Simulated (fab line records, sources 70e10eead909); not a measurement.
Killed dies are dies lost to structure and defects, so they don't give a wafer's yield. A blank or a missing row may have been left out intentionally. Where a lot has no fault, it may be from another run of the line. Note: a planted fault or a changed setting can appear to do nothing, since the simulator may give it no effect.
Matching of chambers -- flow nand-harc -- rie-diel-07 running NHARC_A_CONTACT_DESCUM_47: 4 sister chambers
The step chemistry O2, time 3 s. 4 wafers are shown with their chamber, then 8 later ones without.

WAFERS, EACH WITH ITS CHAMBER
wafer,chamber,drypump-motor-current-A (A)
L085.6,1,5.7
L092.1,0,6.5
L092.6,2,5.9
L094.4,3,6.1

WAFERS WHOSE CHAMBER IS MISSING
wafer,drypump-motor-current-A (A)
L094.5,6.0
L094.6,5.9
L096.1,5.9
L096.2,6.1
L096.3,5.7
L097.2,5.7
L097.3,6.1
L097.5,6.4

WHICH CHAMBER EACH ONE RAN IN
wafer,from the rows above,in truth
L094.5,can't be placed: 2 or 3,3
L094.6,2,2
L096.1,2,2
L096.2,3,3
L096.3,1,1
L097.2,1,1
L097.3,3,3
L097.5,0,0
Correctly placed: 7 of 8. These rows do not allow placing 1 (true chamber among the candidates in 1). 0 placed wrongly.
How it was worked out, from the rows above alone: a wafer's distance from a chamber is the root of the sum, over the readings, of the square of ((its reading less the chamber's mean) divided by the reading's scatter). If the next closest chamber is less than 2 further off than the closest, the wafer can't be placed; otherwise it belongs to the closest. The mean given for a chamber averages the wafers shown for that chamber. The scatter (one wafer shown for each chamber): square how far every hidden wafer sits from the nearest shown wafer, average those squares and take the square root.
